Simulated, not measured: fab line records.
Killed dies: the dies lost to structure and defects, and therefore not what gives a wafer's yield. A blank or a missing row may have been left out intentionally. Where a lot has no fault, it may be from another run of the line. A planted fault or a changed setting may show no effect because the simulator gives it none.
fab line records	flow n5_finfet
record lots=10	wafers=29	last_day=21
route steps=1938 shown BEOL_M1@767 BEOL_M4@1111 PASSIVATION@1936
lots that met no fault: taken from a fault-free run of the same line
start_h: hours from the record's opening day to when the first of the lot's shown wafers began	wait_h: how many hours have passed since the lot's step before this one	" as in the row above	L1.1+2: a row that stands for several wafers	- value missing, or start not given	* or withheld: withheld	< > ~ a bound
route shown NAME@n: NAME is a module with steps in the file, n the number in the route of the first one	usual: the fault-free wafers' mean and standard deviation	same: alike in all rows	chamber/n: place in a boat	sites: readings site by site	_std_site: standard deviation across them	_edge_site: outer sites' mean less inner sites'	radius_mm: how far each site lies from the wafer's centre	mask NAME#n: copy n	behind: the last tool/chamber to shape the wafer	hold: why the lot went on hold/how many hours it stayed there/how the hold came to an end	device: the n, p or np transistor that did not switch	end of line: the tests these same wafers got at the end of their route	a step without rows: its recipe alone	killed: not the wafer's yield, but the dies lost to structure and defects at the first sort	map: a wafer's dies, x killed, . not, _ none there
set.NAME: the run value of the setting; set.NAME@STEP: its run value at that earlier step	model.NAME: the simulator's own value behind a step, which no gauge read
route steps across a sampled set of lots; one table per step, one row per wafer
services: when a tool's chamber went out of use (start_h, in hours from the record's first day, below 0 if earlier), for how many hours, and the reason
## steps
# step N5_BEOL_M1_DESCUM_16
# recipe chemistry=O2	time_s=7	source_power_w=50	bias_power_w=20	pressure_mtorr=20	rf_frequency_hz=2.712e+07	temp_c=40	resist=CAR-EUV	o2_flow_sccm=225
# usual drypump_motor_current_A=5.6/0.37	oes_product_au=0.78/0.087	rf_vpp_V=242.9/1.4	showerhead_plenum_p_Torr=2.08/0.085	throttle_valve_pct=20.4/0.34
lot.wafer	tool	chamber	start_h	wait_h	drypump_motor_current_A	oes_product_au	rf_hours_counter_h	rf_vpp_V	showerhead_plenum_p_Torr	throttle_valve_pct
L151.3	rie_diel-02	3	134.36	0.0	5.4	0.89	19	243.6	2.24	20.1
L151.4	"	0	"	"	5.8	0.85	53	242.0	2.02	20.3
L151.5	"	2	"	"	5.9	0.71	-	241.2	2.00	20.6
L154.2	rie_diel-06	1	152.53	0.2	5.7	0.80	120	243.2	2.03	20.9
L154.6	"	1	"	"	5.7	0.78	-	242.0	2.03	20.9
L152.1	rie_diel-06	3	155.28	0.0	5.4	0.67	245	241.4	1.95	20.7
L152.4	"	2	"	"	5.8	0.72	-	244.1	2.15	19.9
L152.5	"	1	"	"	5.7	0.79	-	242.8	2.03	20.9
L156.2	rie_diel-02	1	160.96	0.3	4.8	0.78	145	240.5	2.12	20.9
L156.3	"	3	"	"	5.4	0.87	27	244.7	2.24	20.1
L156.4	"	0	"	"	5.8	0.85	61	240.7	2.02	20.3
L163.3	rie_diel-02	2	196.84	0.0	5.8	0.70	191	242.1	1.99	20.7
L163.5	"	0	"	"	5.8	0.83	-	242.2	2.02	20.3
L163.6	"	1	"	"	4.8	0.77	-	241.7	2.12	20.9
L169.3	rie_diel-03	2	233.44	0.0	6.0	0.71	207	241.0	1.98	20.1
L169.5	"	3	"	"	6.4	0.73	-	243.9	2.10	20.4
L169.6	"	2	"	"	6.0	0.71	-	241.2	1.98	20.1
L171.1	rie_diel-03	3	244.28	0.2	6.4	0.73	153	243.5	2.10	20.4
L171.3	"	0	"	"	5.2	0.92	10	241.7	2.04	20.3
L171.4	"	2	"	"	6.0	0.70	211	242.5	1.98	20.1
L172.1	rie_diel-03	0	251.35	0.0	5.2	0.91	12	243.7	2.04	20.3
L172.3	"	3	"	"	6.5	0.73	156	241.4	2.10	20.4
L172.6	"	1	"	"	5.9	0.70	-	244.9	2.14	20.4
L173.1	rie_diel-06	2	258.95	0.0	5.8	0.70	195	244.1	2.14	19.9
L173.5	"	0	"	"	5.7	0.92	-	243.0	2.06	20.1
L173.6	"	3	"	"	5.4	0.92	-	243.6	2.20	20.4
L174.2	rie_diel-06	0	265.92	0.0	5.7	0.92	32	242.0	2.06	20.1
L174.3	"	1	"	"	5.6	0.75	162	241.8	2.01	21.0
L174.6	"	0	"	"	5.7	0.92	-	244.0	2.06	20.1
# step N5_BEOL_M1_CD_MEAS_28
# recipe landing_energy_ev=500	detector=se_inlens	target_cd_y_nm=23.3
# usual cd_nm=23.95/0.27
lot.wafer	tool	chamber	start_h	wait_h	cd_nm
L151.3	cd_sem-03	0	135.24	-	23.93
L151.4	"	0	"	"	23.72
L151.5	"	0	"	"	24.42
L154.2	cd_sem-01	0	153.28	-	24.08
L154.6	"	0	"	"	23.71
L152.1	cd_sem-03	0	156.05	-	23.69
L152.4	"	0	"	"	24.04
L152.5	"	0	"	"	24.12
L156.2	cd_sem-02	0	161.84	-	24.35
L156.3	"	0	"	"	23.95
L156.4	"	0	"	"	24.16
L163.3	cd_sem-03	0	197.74	-	24.06
L163.5	"	0	"	"	23.99
L163.6	"	0	"	"	23.71
L169.3	cd_sem-03	0	234.37	-	24.12
L169.5	"	0	"	"	23.81
L169.6	"	0	"	"	23.83
L171.1	cd_sem-03	0	245.12	-	23.85
L171.3	"	0	"	"	24.12
L171.4	"	0	"	"	23.41
L172.1	cd_sem-03	0	252.13	-	24.08
L172.3	"	0	"	"	23.98
L172.6	"	0	"	"	24.08
L173.1	cd_sem-03	0	259.70	-	24.35
L173.5	"	0	"	"	24.27
L173.6	"	0	"	"	24.16
L174.2	cd_sem-03	0	266.79	-	23.87
L174.3	"	0	"	"	24.11
L174.6	"	0	"	"	24.29
# step N5_BEOL_M1_OVL_MEAS_29
# recipe points_per_wafer=522
# usual V0_OVL=-0.1/0.65
lot.wafer	tool	chamber	start_h	wait_h	V0_OVL[nm]
L151.3	overlay-01	0	135.28	0.0	-0.3
L151.4	"	0	"	"	0.2
L151.5	"	0	"	"	-0.6
L154.2	overlay-02	0	153.32	0.0	0.6
L154.6	"	0	"	"	-0.1
L152.1	overlay-01	0	156.08	0.0	-0.3
L152.4	"	0	"	"	0.7
L152.5	"	0	"	"	0.2
L156.2	overlay-01	0	161.88	0.0	1.0
L156.3	"	0	"	"	-0.5
L156.4	"	0	"	"	-0.1
L163.3	overlay-01	0	197.78	0.0	-0.3
L163.5	"	0	"	"	-1.6
L163.6	"	0	"	"	-0.3
L169.3	overlay-01	0	234.41	0.0	-0.4
L169.5	"	0	"	"	-0.6
L169.6	"	0	"	"	0.9
L171.1	overlay-02	0	245.15	0.0	-0.5
L171.3	"	0	"	"	-0.5
L171.4	"	0	"	"	1.0
L172.1	overlay-02	0	252.16	0.0	-0.9
L172.3	"	0	"	"	-0.2
L172.6	"	0	"	"	-0.3
L173.1	overlay-02	0	259.73	0.0	-0.5
L173.5	"	0	"	"	-0.3
L173.6	"	0	"	"	-0.8
L174.2	overlay-01	0	266.82	0.0	0.3
L174.3	"	0	"	"	-0.3
L174.6	"	0	"	"	-0.7
# step N5_BEOL_M1_ETCH_77
# recipe chemistry=N2/H2	target=underlayer	target_depth_a=65	mask_material=CAR-EUV	time_s=5.2	ion_energy_ev=200	pressure_mtorr=30	source_w=840	bias_w=150	n2_flow_sccm=200	h2_flow_sccm=200	ends=cleared
# usual drypump_motor_current_A=5.7/0.39	etch_rf_on_time_s=5.18/0.14	oes_product_au=0.67/0.076	rf_vpp_V=524/3	showerhead_plenum_p_Torr=2.52/0.096	throttle_valve_pct=17.8/0.32
lot.wafer	tool	chamber	start_h	wait_h	drypump_motor_current_A	etch_rf_on_time_s	oes_product_au	rf_hours_counter_h	rf_vpp_V	showerhead_plenum_p_Torr	throttle_valve_pct
L151.3	rie_diel-03	0	135.39	0.0	5.2	5.15	0.59	227	524	2.50	18.1
L151.4	"	3	"	"	6.4	5.36	0.65	113	526	2.55	17.6
L151.5	"	3	"	"	6.5	5.32	0.65	-	524	2.55	17.6
L154.2	rie_diel-03	3	153.44	0.0	6.4	5.32	0.66	119	526	2.54	17.6
L154.6	"	0	"	"	5.2	5.20	0.58	-	523	2.50	18.1
L152.1	rie_diel-03	3	156.21	0.0	6.5	6.93	0.57	120	526	2.54	17.6
L152.4	"	0	"	"	5.3	5.22	0.57	234	522	2.50	18.1
L152.5	"	0	"	"	5.2	6.77	0.50	-	522	2.50	18.1
L156.2	rie_diel-03	0	162.02	0.0	5.2	5.22	0.58	237	522	2.50	18.1
L156.3	"	3	"	"	6.5	6.92	0.57	122	523	2.54	17.6
L156.4	"	1	"	"	5.9	4.95	0.64	207	525	2.63	17.8
L163.3	rie_diel-06	1	198.04	0.0	5.6	5.17	0.67	141	521	2.42	18.1
L163.5	"	0	"	"	5.7	5.18	0.82	-	521	2.49	17.3
L163.6	"	1	"	"	5.7	5.16	0.66	-	520	2.42	18.1
L169.3	rie_diel-06	1	234.53	0.0	5.6	5.32	0.66	153	520	2.41	18.1
L169.5	"	1	"	"	5.6	5.27	0.64	-	522	2.41	18.1
L169.6	"	0	"	"	5.7	5.09	0.80	-	523	2.48	17.3
L171.1	rie_diel-06	3	245.28	0.0	5.4	5.18	0.81	13	531	2.72	18.1
L171.3	"	1	"	"	5.7	5.23	0.65	156	522	2.41	18.1
L171.4	"	0	"	"	5.7	5.10	0.80	26	522	2.48	17.3
L172.1	rie_diel-06	2	252.29	0.0	5.8	5.24	0.61	193	526	2.63	17.5
L172.3	"	0	"	"	5.7	5.11	0.79	29	522	2.48	17.3
L172.6	"	2	"	"	5.8	5.19	0.62	-	526	2.63	17.5
L173.1	rie_diel-03	1	259.86	0.0	5.9	5.03	0.61	241	528	2.61	17.9
L173.5	"	0	"	"	5.2	5.01	0.77	-	524	2.48	17.7
L173.6	"	1	"	"	5.9	5.02	0.62	-	527	2.61	17.9
L174.2	rie_diel-06	2	266.94	0.0	5.8	5.21	0.60	197	526	2.63	17.5
L174.3	"	0	"	"	5.7	5.12	0.78	32	523	2.48	17.3
L174.6	"	1	"	"	5.6	5.25	0.63	-	521	2.41	18.1
# step N5_BEOL_M4_RC_MEAS_101
# usual DIBL_N=37.7/2	DIBL_P=37.7/2.3	IOFF_N=0.18/0.039	IOFF_P=0.23/0.042	ION_N=681/12	ION_P=463/8	SS_N=71.9/0.68	SS_P=73.6/0.71	VT_N=248/3.2	VT_P=-249/3.1
lot.wafer	tool	chamber	start_h	wait_h	DIBL_N[mV/V]	DIBL_P[mV/V]	IOFF_N[nA/um]	IOFF_P[nA/um]	ION_N[uA/um]	ION_P[uA/um]	SS_N[mV/dec]	SS_P[mV/dec]	VT_N[mV]	VT_P[mV]
L151.3	prober-01	0	271.29	0.3	36.6	36.6	0.17	0.24	669	464	72.1	72.7	249	-245
L151.4	"	0	"	"	38.5	38.0	0.20	0.25	675	460	72.3	73.1	248	-243
L151.5	"	0	"	"	40.1	42.1	0.26	0.36	688	471	72.8	73.9	243	-241
L152.1	prober-01	0	273.92	0.0	36.0	33.5	0.15	0.17	683	459	71.5	73.2	248	-252
L152.4	"	0	"	"	41.0	39.8	0.31	0.28	702	465	72.3	74.6	239	-246
L152.5	"	0	"	"	37.1	35.3	0.17	0.20	672	459	71.9	73.7	247	-250
L154.2	prober-02	0	276.70	0.2	38.0	37.0	0.19	0.20	692	462	71.4	73.3	247	-252
L154.6	"	0	"	"	37.4	37.3	0.16	0.21	681	459	71.2	73.3	249	-252
L156.2	prober-02	0	281.51	0.2	36.9	37.8	0.16	0.22	654	455	71.3	74.1	252	-251
L156.3	"	0	"	"	40.1	40.5	0.25	0.27	685	462	73.1	74.9	244	-249
L156.4	"	0	"	"	35.0	34.6	0.14	0.18	679	455	71.2	73.2	250	-253
L163.3	prober-02	0	327.06	0.3	40.5	39.8	0.25	0.26	689	464	72.8	74.4	242	-247
L163.5	"	0	"	"	34.8	32.8	0.13	0.16	669	452	70.7	72.4	250	-253
L163.6	"	0	"	"	39.7	38.2	0.21	0.23	681	462	72.7	73.4	246	-252
L169.3	prober-01	0	360.36	0.3	38.0	36.7	0.18	0.22	665	457	71.2	73.7	248	-250
L169.5	"	0	"	"	37.0	35.4	0.16	0.20	677	462	71.2	73.1	248	-249
L169.6	"	0	"	"	39.6	38.5	0.20	0.24	681	463	72.0	74.4	246	-251
L171.1	prober-01	0	385.68	0.0	38.0	40.6	0.18	0.23	686	471	72.0	73.7	247	-252
L171.3	"	0	"	"	33.6	34.2	0.11	0.14	645	444	71.2	71.8	256	-253
L171.4	"	0	"	"	35.8	36.5	0.15	0.17	675	454	71.7	73.3	251	-256
L172.1	prober-02	0	385.87	0.0	38.5	36.9	0.20	0.21	681	464	72.8	73.6	247	-249
L172.3	"	0	"	"	35.3	35.0	0.15	0.19	682	464	71.3	73.6	248	-249
L172.6	"	0	"	"	36.5	36.6	0.15	0.20	671	457	71.7	73.2	251	-249
L173.1	prober-02	0	389.10	0.0	39.4	38.3	0.22	0.26	685	469	73.2	73.9	245	-247
L173.5	"	0	"	"	36.0	34.0	0.17	0.19	680	459	71.6	72.8	249	-251
L173.6	"	0	"	"	38.5	39.8	0.22	0.30	688	471	71.4	73.6	244	-246
L174.2	prober-02	0	402.43	0.2	36.5	36.5	0.16	0.26	662	460	71.5	73.6	250	-245
L174.3	"	0	"	"	33.3	31.9	0.12	0.17	680	463	70.8	73.0	248	-251
L174.6	"	0	"	"	36.9	37.3	0.19	0.26	686	475	72.2	74.0	248	-246
# step N5_PASSIVATION_PROBE_49
# usual defect_limited_yield=91.1/1.4	killed_at_M0_to_M3=34/9.6	killed_at_M4_up=15/5.3	killed_at_contacts=12/6.1	killed_at_front_end=40/11	killed_at_other=3.5/2.8	killed_dies=105/17	killed_open=70/12	killed_short=34/7.7	sort_bin_4_leakage=0.01/0.07	sort_bin_5_function=5.2/0.97	sort_bin_6_memory=3.4/0.62	sort_bin_8_speed=0.00/0.023	sort_n_pass=1075/17	sort_yield_pct=91.1/1.4
# same gross_dies=1180	killed_at_back_side=0
lot.wafer	tool	chamber	start_h	wait_h	defect_limited_yield[%]	killed_at_M0_to_M3	killed_at_M4_up	killed_at_contacts	killed_at_front_end	killed_at_other	killed_dies	killed_open	killed_short	sort_bin_4_leakage[%]	sort_bin_5_function[%]	sort_bin_6_memory[%]	sort_bin_8_speed[%]	sort_n_pass	sort_yield_pct[%]
L151.3	prober-02	-	384.88	0.1	92.6	29	13	14	28	3	87	59	27	0	4.9	2.3	0	1093	92.6
L151.4	prober-02	-	384.93	0.2	90.6	38	20	10	42	1	111	68	40	0	5.4	3.7	0	1069	90.6
L151.5	prober-02	-	384.98	0.2	90.8	42	12	16	38	1	109	71	37	0	4.9	3.7	0	1071	90.8
L152.1	prober-01	-	387.83	0.0	90.9	17	22	3	51	14	107	69	34	0	5.2	3.8	0	1073	90.9
L152.4	prober-01	-	387.98	0.2	91.2	41	14	3	39	7	104	71	32	0.59	5.0	3.2	0	1069	90.6
L152.5	prober-01	-	388.03	0.2	93.5	18	9	3	47	0	77	52	20	0	3.5	2.8	0	1103	93.5
L154.2	prober-01	-	392.31	0.1	90.6	37	20	11	41	2	111	84	25	0	6.4	2.9	0	1069	90.6
L154.6	prober-01	-	392.51	0.3	89.7	35	17	23	45	2	122	74	45	0	6.4	3.7	0	1058	89.7
L156.2	prober-01	-	403.44	0.1	91.6	28	13	21	36	1	99	65	34	0	4.9	3.1	0	1081	91.6
L156.3	prober-01	-	403.49	0.1	89.5	38	18	13	53	2	124	83	41	0.08	5.9	4.0	0	1055	89.4
L156.4	prober-01	-	403.54	0.2	91.6	41	11	11	36	0	99	60	39	0	4.8	3.1	0	1081	91.6
L163.3	prober-01	-	433.54	0.1	90.8	32	21	21	30	5	109	74	34	0	5.8	3.3	0	1071	90.8
L163.5	prober-01	-	433.64	0.2	90.8	45	13	13	36	2	109	75	34	0	5.4	3.5	0	1071	90.8
L163.6	prober-01	-	433.69	0.3	92.5	32	20	21	16	0	89	62	27	0	4.3	3.1	0	1091	92.5
L169.3	prober-01	-	460.34	0.1	89.2	56	28	9	32	3	128	86	42	0	6.2	4.6	0	1052	89.2
L169.5	prober-01	-	460.44	0.2	87.5	48	24	22	48	6	148	106	42	0	6.9	5.0	0	1032	87.5
L169.6	prober-01	-	460.49	0.3	89.0	42	18	18	49	3	130	91	38	0	6.7	4.0	0	1050	89.0
L171.1	prober-02	-	482.96	0.0	91.5	27	19	13	34	7	100	74	26	0	4.9	3.3	0	1080	91.5
L171.3	prober-02	-	483.06	0.1	92.5	33	8	11	34	2	88	52	34	0	4.2	2.9	0.25	1089	92.3
L171.4	prober-02	-	483.11	0.2	91.0	25	19	1	59	2	106	72	33	0	5.2	3.7	0	1074	91.0
L172.1	prober-01	-	500.48	0.0	90.9	25	22	13	40	7	107	71	36	0	5.6	3.2	0	1073	90.9
L172.3	prober-01	-	500.58	0.1	91.6	34	12	16	37	0	99	70	29	0	4.9	3.3	0	1081	91.6
L172.6	prober-01	-	500.73	0.3	90.6	18	17	24	48	4	111	74	37	0	4.3	4.7	0	1069	90.6
L173.1	prober-02	-	501.33	0.3	92.5	20	13	8	42	6	89	55	32	0	4.3	2.9	0	1091	92.5
L173.5	prober-02	-	501.53	0.5	90.8	46	8	6	43	5	108	62	45	0	4.9	3.6	0	1072	90.8
L173.6	prober-02	-	501.58	0.5	90.6	34	12	7	53	5	111	71	39	0	6.0	3.1	0	1069	90.6
L174.2	prober-01	-	510.11	0.1	93.0	30	10	9	30	4	83	53	27	0	3.8	2.8	0	1097	93.0
L174.3	prober-01	-	510.16	0.1	93.0	25	13	8	34	3	83	55	26	0	4.2	2.5	0	1097	93.0
L174.6	prober-01	-	510.31	0.3	93.2	22	13	8	25	12	80	54	25	0	3.7	2.7	0	1100	93.2
# killed by level:class
L151.3 MOL_CONTACT_COAG:geometric_particle:open=8 BEOL_M0_SAQP:geometric_particle:short=8 FIN_SAQP:geometric_particle:open=7 BEOL_M0_SAQP:geometric_particle:open=7 DUMMY_GATE:geometric_particle:open=6 MOL_CONTACT_COAG:geometric_particle:short=6 BEOL_M4:geometric_particle:open=6 BEOL_M0:geometric_particle:open=5
L151.4 FIN_SAQP:geometric_particle:open=13 BEOL_M3:geometric_particle:open=10 FIN_SAQP:geometric_particle:short=8 BEOL_M4:geometric_particle:open=8 BEOL_M0_SAQP:geometric_particle:short=8 MOL_CONTACT_COAG:geometric_particle:open=6 BEOL_M0_SAQP:geometric_particle:open=6 BEOL_M1:geometric_particle:open=6
L151.5 BEOL_M0_SAQP:geometric_particle:open=16 BEOL_M0_SAQP:geometric_particle:short=15 FIN_SAQP:geometric_particle:open=14 MOL_CONTACT_COAG:geometric_particle:open=13 FIN_SAQP:geometric_particle:short=9 BEOL_M4:geometric_particle:open=7 FIN_CUT:geometric_particle:open=4 MOL_CONTACT_COAG:geometric_particle:short=3
L152.1 FIN_SAQP:geometric_particle:open=10 BEOL_M4:geometric_particle:open=9 FIN_SAQP:geometric_particle:short=8 GATE_CUT:geometric_particle:open=8 STI_FIN_REVEAL:geometric_particle:open=6 MIM_TOP_ETCH:geometric_particle:open=6 GATE_CUT:geometric_particle:short=5 BEOL_M1:geometric_particle:open=5
L152.4 BEOL_M0_SAQP:geometric_particle:open=16 STI_FIN_REVEAL:geometric_particle:open=10 BEOL_M1:geometric_particle:open=9 FIN_SAQP:geometric_particle:open=8 GATE_CUT:geometric_particle:short=5 BEOL_M0_SAQP:geometric_particle:short=5 BEOL_M2:geometric_particle:short=4 BEOL_M4:geometric_particle:short=4
L152.5 FIN_SAQP:geometric_particle:open=19 FIN_SAQP:geometric_particle:short=9 DUMMY_GATE:geometric_particle:open=4 BEOL_M3:geometric_particle:open=4 SDB:coat_microbubble_printed=4 STI_FIN_REVEAL:geometric_particle:open=3 BEOL_M0_SAQP:geometric_particle:short=3 BEOL_M2:geometric_particle:open=3
L154.2 BEOL_M4:geometric_particle:open=17 BEOL_M3:geometric_particle:open=15 FIN_SAQP:geometric_particle:open=11 MOL_CONTACT_COAG:geometric_particle:open=8 BEOL_M0_SAQP:geometric_particle:open=7 STI_FIN_REVEAL:geometric_particle:open=6 DUMMY_GATE:geometric_particle:open=6 FIN_SAQP:geometric_particle:short=4
L154.6 MOL_CONTACT_COAG:geometric_particle:open=15 BEOL_M3:geometric_particle:open=12 BEOL_M0_SAQP:geometric_particle:short=9 BEOL_M4:geometric_particle:open=9 MOL_CONTACT_COAG:geometric_particle:short=8 STI_FIN_REVEAL:geometric_particle:open=7 FIN_SAQP:geometric_particle:open=6 STI_FIN_REVEAL:geometric_particle:short=5
L156.2 MOL_CONTACT_COAG:geometric_particle:open=16 FIN_SAQP:geometric_particle:open=10 FIN_SAQP:geometric_particle:short=9 BEOL_M1:geometric_particle:open=6 BEOL_M2:geometric_particle:open=6 BEOL_M4:geometric_particle:open=6 MOL_CONTACT_COAG:geometric_particle:short=5 BEOL_M3:geometric_particle:short=5
L156.3 FIN_SAQP:geometric_particle:open=16 BEOL_M0_SAQP:geometric_particle:short=11 MOL_CONTACT_COAG:geometric_particle:open=10 BEOL_M0_SAQP:geometric_particle:open=9 BEOL_M4:geometric_particle:open=9 FIN_SAQP:geometric_particle:short=8 STI_FIN_REVEAL:geometric_particle:open=7 BEOL_M1:geometric_particle:open=5
L156.4 FIN_SAQP:geometric_particle:open=15 BEOL_M0_SAQP:geometric_particle:short=12 MOL_CONTACT_COAG:geometric_particle:open=9 FIN_SAQP:geometric_particle:short=8 BEOL_M3:geometric_particle:open=8 BEOL_M0_SAQP:geometric_particle:open=6 BEOL_M4:geometric_particle:open=6 BEOL_M1:geometric_particle:open=4
L163.3 MOL_CONTACT_COAG:geometric_particle:open=15 STI_FIN_REVEAL:geometric_particle:open=14 BEOL_M4:geometric_particle:open=13 BEOL_M3:geometric_particle:open=11 BEOL_M0_SAQP:geometric_particle:short=7 GATE_CUT:geometric_particle:short=6 MOL_CONTACT_COAG:geometric_particle:short=6 BEOL_M2:geometric_particle:open=6
L163.5 BEOL_M3:geometric_particle:open=18 BEOL_M2:geometric_particle:open=10 MOL_CONTACT_COAG:geometric_particle:open=9 GATE_CUT:geometric_particle:short=8 GATE_CUT:geometric_particle:open=6 BEOL_M0_SAQP:geometric_particle:open=6 BEOL_M4:geometric_particle:open=6 STI_FIN_REVEAL:geometric_particle:open=5
L163.6 MOL_CONTACT_COAG:geometric_particle:open=14 BEOL_M3:geometric_particle:open=12 BEOL_M4:geometric_particle:open=8 MOL_CONTACT_COAG:geometric_particle:short=7 BEOL_M2:geometric_particle:open=7 STI_FIN_REVEAL:geometric_particle:open=4 BEOL_M1:geometric_particle:open=4 BEOL_M5:geometric_particle:open=4
L169.3 STI_FIN_REVEAL:geometric_particle:open=13 BEOL_M0_SAQP:geometric_particle:short=13 BEOL_M4:geometric_particle:open=12 BEOL_M0_SAQP:geometric_particle:open=10 BEOL_M3:geometric_particle:open=10 BEOL_M1:geometric_particle:open=6 BEOL_M2:geometric_particle:open=6 BEOL_M4:geometric_particle:short=6
L169.5 MOL_CONTACT_COAG:geometric_particle:open=18 BEOL_M4:geometric_particle:open=14 FIN_SAQP:geometric_particle:open=10 BEOL_M1:geometric_particle:open=10 STI_FIN_REVEAL:geometric_particle:open=9 BEOL_M0_SAQP:geometric_particle:open=9 BEOL_M0_SAQP:geometric_particle:short=6 BEOL_M2:geometric_particle:open=6
L169.6 MOL_CONTACT_COAG:geometric_particle:open=16 STI_FIN_REVEAL:geometric_particle:open=11 BEOL_M2:geometric_particle:open=11 FIN_SAQP:geometric_particle:open=10 BEOL_M1:geometric_particle:open=10 BEOL_M4:geometric_particle:open=8 BEOL_M3:geometric_particle:open=7 FIN_SAQP:geometric_particle:short=6
L171.1 MOL_CONTACT_COAG:geometric_particle:open=10 FIN_SAQP:geometric_particle:open=9 BEOL_M0_SAQP:geometric_particle:open=9 BEOL_M4:geometric_particle:open=9 BEOL_M0_SAQP:geometric_particle:short=5 DUMMY_GATE:geometric_particle:open=4 BEOL_M0:geometric_particle:open=4 MIM_TOP:geometric_particle:open=4
L171.3 MOL_CONTACT_COAG:geometric_particle:open=11 BEOL_M0_SAQP:geometric_particle:open=9 FIN_SAQP:geometric_particle:short=8 BEOL_M3:geometric_particle:open=7 FIN_SAQP:geometric_particle:open=5 BEOL_M0_SAQP:geometric_particle:short=5 BEOL_M1:geometric_particle:open=4 STI_FIN_REVEAL:geometric_particle:open=3
L171.4 FIN_SAQP:geometric_particle:open=21 FIN_SAQP:geometric_particle:short=12 BEOL_M1:geometric_particle:open=10 BEOL_M4:geometric_particle:open=10 STARTING-WAFER:geometric_particle:short=5 DUMMY_GATE:geometric_particle:open=4 BEOL_M0_SAQP:geometric_particle:open=4 BEOL_M8:geometric_particle:open=4
L172.1 BEOL_M4:geometric_particle:open=10 FIN_SAQP:geometric_particle:open=9 MOL_CONTACT_COAG:geometric_particle:open=9 BEOL_M3:geometric_particle:open=9 STI_FIN_REVEAL:geometric_particle:open=7 FIN_SAQP:geometric_particle:short=5 GATE_CUT:geometric_particle:short=4 MOL_CONTACT_COAG:geometric_particle:short=4
L172.3 MOL_CONTACT_COAG:geometric_particle:open=15 STI_FIN_REVEAL:geometric_particle:open=9 BEOL_M3:geometric_particle:open=9 BEOL_M1:geometric_particle:open=6 BEOL_M2:geometric_particle:open=6 ILD0:geometric_particle:short=5 GATE_CUT:geometric_particle:short=4 BEOL_M0_SAQP:geometric_particle:open=4
L172.6 MOL_CONTACT_COAG:geometric_particle:open=19 STI_FIN_REVEAL:geometric_particle:open=12 FIN_SAQP:geometric_particle:open=10 BEOL_M4:geometric_particle:open=5 GATE_CUT:geometric_particle:short=5 MOL_CONTACT_COAG:geometric_particle:short=5 STARTING-WAFER:geometric_particle:short=5 FIN_CUT:geometric_particle:open=4
L173.1 FIN_SAQP:geometric_particle:open=8 STI_FIN_REVEAL:geometric_particle:open=7 BEOL_M3:geometric_particle:open=6 MOL_CONTACT_COAG:geometric_particle:open=5 BEOL_M0_SAQP:geometric_particle:short=5 BEOL_M4:geometric_particle:open=5 FIN_SAQP:geometric_particle:short=4 SPACER0:geometric_particle:short=4
L173.5 BEOL_M0_SAQP:geometric_particle:short=10 BEOL_M2:geometric_particle:open=10 FIN_SAQP:geometric_particle:short=7 BEOL_M0_SAQP:geometric_particle:open=7 BEOL_M3:geometric_particle:open=7 FIN_SAQP:geometric_particle:open=5 SPACER0:geometric_particle:short=5 SPACER0:geometric_particle:open=5
L173.6 FIN_SAQP:geometric_particle:short=14 BEOL_M1:geometric_particle:open=9 BEOL_M2:geometric_particle:open=8 STI_FIN_REVEAL:geometric_particle:open=7 STARTING-WAFER:geometric_particle:open=7 MOL_CONTACT_COAG:geometric_particle:open=5 FIN_SAQP:geometric_particle:open=4 DUMMY_GATE:geometric_particle:open=4
L174.2 BEOL_M2:geometric_particle:open=12 MOL_CONTACT_COAG:geometric_particle:open=8 BEOL_M0_SAQP:geometric_particle:open=8 FIN_SAQP:geometric_particle:short=5 STI_FIN_REVEAL:geometric_particle:open=5 STARTING-WAFER:geometric_particle:short=5 FIN_SAQP:geometric_particle:open=4 GATE_CUT:geometric_particle:short=4
L174.3 BEOL_M2:geometric_particle:open=10 MOL_CONTACT_COAG:geometric_particle:open=8 FIN_SAQP:geometric_particle:open=6 FIN_SAQP:geometric_particle:short=6 STARTING-WAFER:geometric_particle:open=6 BEOL_M4:geometric_particle:open=5 BEOL_M0_SAQP:geometric_particle:open=4 DUMMY_GATE:geometric_particle:open=3
L174.6 STI_FIN_REVEAL:geometric_particle:open=7 MOL_CONTACT_COAG:geometric_particle:open=7 BEOL_M0_SAQP:geometric_particle:short=7 BEOL_M4:geometric_particle:open=7 BEOL_M2:geometric_particle:open=5 FIN_SAQP:geometric_particle:open=4 MIM_TOP:geometric_particle:open=4 PAD_METAL:geometric_particle:short=4
## services
tool	chamber	start_h	hours	kind
rie_diel-03	2	118.77	6.3	repair
rie_diel-06	0	152.53	-	clean
rie_diel-06	0	152.53	-	consumable_replace:focus_ring
rie_diel-06	0	152.53	21.1	scheduled_down
rie_diel-06	0	152.53	21.1	vent_cycle
rie_diel-06	3	179.10	4.1	repair
rie_diel-06	3	183.24	-	clean
rie_diel-06	3	183.24	-	consumable_replace:focus_ring
rie_diel-06	3	183.24	-	consumable_replace:showerhead
rie_diel-06	3	183.24	21.2	scheduled_down
rie_diel-06	3	183.24	21.2	vent_cycle
rie_diel-03	0	200.42	-	clean
rie_diel-03	0	200.42	-	consumable_replace:focus_ring
rie_diel-03	0	200.42	14.1	scheduled_down
rie_diel-03	0	200.42	14.1	vent_cycle
rie_diel-02	2	261.12	1.7	repair
rie_diel-03	3	264.21	16.9	repair
rie_diel-03	0	266.87	9.2	repair
## key
first_sign step=N5_BEOL_M1_ETCH_77	reading=etch_rf_on_time_s	direction=up	sigmas=12	usual=*	struck=*
effect none on later readings
met_at N5_BEOL_M1_ETCH_77
struck_lots L152,L156
struck_wafers L152.1,L152.5,L156.3
not_acting_at N5_BEOL_M1_DESCUM_16,N5_BEOL_M1_CD_MEAS_28,N5_BEOL_M1_OVL_MEAS_29
onset_between 153.44 156.21
fault kind=process_parameter_drift	tool=rie_diel-03	chamber=-	onset_h=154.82	steps=N5_BEOL_M1_ETCH_77	channel=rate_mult	offset=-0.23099	shape=step	end_h=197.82	scope=struck_wafers_only
